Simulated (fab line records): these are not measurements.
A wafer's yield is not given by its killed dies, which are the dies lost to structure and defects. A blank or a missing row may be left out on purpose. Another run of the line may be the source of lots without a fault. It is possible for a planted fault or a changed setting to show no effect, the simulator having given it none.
Struck lot and sound lot, side by side :: flow nandHarc :: 41 out of 1302 route steps
Sound: the wafers L422.1, L422.3, L422.5. Struck: wafer L434.2 (L434.4, L434.6, from the same lot, were not struck and are left out); the cause is given at the end.
Each step with rows lists, per side, the tool, then ch with its chambers, then its first start. Under that, the readings that differ: sound wafers :: struck wafers :: difference of the means :: sigmas: that difference in standard deviations of wafers without a fault.
alike: a reading whose means differ by less than 2 such deviations, as well as words and numbers matching on both sides. not compared: withheld readings; readings where some wafer has no value; bounds like >300 that might hide an equal value; numbers whose values overlap and for which the record gives no deviation.
The two part at a step that has a row with sigmas, a row that says differs or no value, or rows on one side only. Numbers that don't overlap but have no deviation are shown without sigmas and don't part them. A reading that every wafer of one side lacks parts them only if that side has two wafers or more.

first, 1 step without rows for these wafers: NHARC_THIN_TSV_DESCUM_14 (chemistry O2, time 3 s).
NHARC_THIN_TSV_ETCH_44: etches the open film in CF4/O2, target depth 1594.2 nm, time 797.1 s.
  sound on rieDiel-07 ch 1,2,3, day 25 23:29; struck on rieDiel-07 ch 3, day 31 18:09
reading: oesProductAu (a.u.)
sound: 1.014 1.006 1.004
struck: 0.979
difference: -0.029
sigmas: -2
  alike: drypumpMotorCurrentA, rfVppV, showerheadPlenumPTorr, throttleValvePct
  not compared: rfHoursCounterH
then, 1 step without rows for these wafers: NHARC_THIN_TSV_ETCH_15 (target depth 3000 nm, bosch target overetch cycles 2, bosch etch step 2.8 s).
NHARC_THIN_TSV_CD_MEAS_16:
  sound on cdSem-02 at day 26 00:12; struck on cdSem-02 at day 31 18:45
  alike: cdNm
NHARC_THIN_TSV_STRIP_45: strips in O2.
  sound on plasmaAsher-01 ch 0,1, day 26 00:19; struck on plasmaAsher-02 ch 0, day 31 18:52
  alike: drypumpMotorCurrentA, heaterPowerW
  not compared: rfHoursCounterH
then, 3 steps without rows for these wafers: NHARC_THIN_TSV_STRIP_46 (strips in post etch residue remover, time 1200 s); NHARC_THIN_TSV_DEP_47 (deposits SiO2, target thk 200 nm); NHARC_THIN_TSV_ETCHBACK_48 (etches the open film in C4F8/Ar, target depth 1028.5 nm, time 405.17 s).
NHARC_THIN_TSV_STRIP_62: strips in N2/H2, time 20 s.
  sound on plasmaAsher-02 ch 1, day 26 02:02; struck on plasmaAsher-02 ch 1, day 31 20:24
  alike: drypumpMotorCurrentA, heaterPowerW
  not compared: rfHoursCounterH
then, 3 steps without rows for these wafers: NHARC_THIN_TSV_DEGAS_49 (time 120 s); NHARC_THIN_TSV_PRE_CLEAN_50 (time 30 s); NHARC_THIN_TSV_PVD_19 (deposits TaN, target thk 20 nm).
NHARC_THIN_TSV_PVD_51: deposits Cu, target thk 100 nm.
  sound on pvdSputter-02 at day 26 02:30; struck on pvdSputter-02 at day 31 20:50
  alike: throttleValvePct
then, 16 steps without rows for these wafers: NHARC_THIN_TSV_ECD_20 (material Cu, target thk 2000 nm); NHARC_THIN_TSV_ANNEAL_52 (time 90 s); NHARC_THIN_TSV_CMP_21 (polishes, t overpolish 30 s, target thk 2000 nm); NHARC_THIN_TSV_SRD_23; NHARC_THIN_TSV_DEGAS_53 (time 60 s); NHARC_THIN_TSV_PRE_CLEAN_54 (time 30 s); NHARC_THIN_TSV_PVD_55 (deposits TiN, target thk 50 nm); NHARC_THIN_TSV_PVD_24 (deposits Al, target thk 800 nm); NHARC_THIN_TSV_DEHYDRATE_25 (time 120 s); NHARC_THIN_TSV_HMDS_26 (time 30 s); NHARC_THIN_TSV_COAT_27; NHARC_THIN_TSV_SOFTBAKE_28 (time 95 s); NHARC_THIN_TSV_EBR_29; NHARC_THIN_TSV_EXPOSE_30 (exposes mask PAD); NHARC_THIN_TSV_PEB_31 (peb time 85 s); NHARC_THIN_TSV_DEVELOP_32 (time 70 s).
NHARC_THIN_TSV_CD_MEAS_33: target cd 5000 nm.
  sound on cdSem-02 ch 0, day 26 05:22; struck on cdSem-02 ch 0, day 31 23:43
  alike: cdNm
then, 1 step without rows for these wafers: NHARC_THIN_TSV_HARDBAKE_34 (time 80 s).
NHARC_THIN_TSV_DESCUM_35: chemistry O2, time 3 s.
  sound on rieDiel-05 ch 2,3, day 26 05:32; struck on rieDiel-10 ch 3, day 31 23:52
  alike: drypumpMotorCurrentA, oesProductAu, rfVppV, showerheadPlenumPTorr, throttleValvePct
  not compared: rfHoursCounterH
then, 2 steps without rows for these wafers: NHARC_THIN_TSV_ETCH_59 (etches the open film in Cl2/BCl3, target depth 880 nm, time 138.1 s); NHARC_THIN_TSV_ETCH_36 (etches the open film in Cl2/BCl3, target depth 65 nm, time 18.571 s).
NHARC_THIN_TSV_STRIP_56: strips in O2.
  sound on plasmaAsher-01 ch 1, day 26 06:04; struck on plasmaAsher-02 ch 0, day 32 00:26
  alike: drypumpMotorCurrentA, heaterPowerW
  not compared: rfHoursCounterH
then, 1 step without rows for these wafers: NHARC_THIN_TSV_STRIP_57 (strips in post etch residue remover, time 1200 s).
NHARC_THIN_TSV_CD_MEAS_37:
  sound on cdSem-02 at day 26 06:52; struck on cdSem-03 at day 32 01:11
  alike: cdNm
then, 1 step without rows for these wafers: NHARC_THIN_TSV_ANNEAL_58 (time 1800 s).
NHARC_THIN_TSV_INSPECT_40:
  sound on defectInspect-01 at day 26 12:39; struck on defectInspect-02 at day 32 02:47
  alike: rawDefectCount
NHARC_END_WLT_00:
  the record holds rows for the sound wafers here (prober-02, day 26 12:43) but none for the struck ones
NHARC_END_SORT_01:
  sound on prober-02 ch 0, day 26 15:44; struck on prober-01 ch 0, day 32 06:38
reading: defectLimitedYield (%)
sound: 95 96 97
struck: 0
difference: -96
sigmas: -23

reading: killedAtOther
sound: 0 0 0
struck: 614
difference: +614
sigmas: +99 or more

reading: killedDies
sound: 32 29 23
struck: 677
difference: +649
sigmas: +23
  alike: killedAtArray, killedAtPeriphery, killedOpen, killedShort

== WHERE THEY PART ==
At NHARC_THIN_TSV_ETCH_44 first; at NHARC_END_SORT_01 last (within this record only).

WHY: the cause the simulator had injected
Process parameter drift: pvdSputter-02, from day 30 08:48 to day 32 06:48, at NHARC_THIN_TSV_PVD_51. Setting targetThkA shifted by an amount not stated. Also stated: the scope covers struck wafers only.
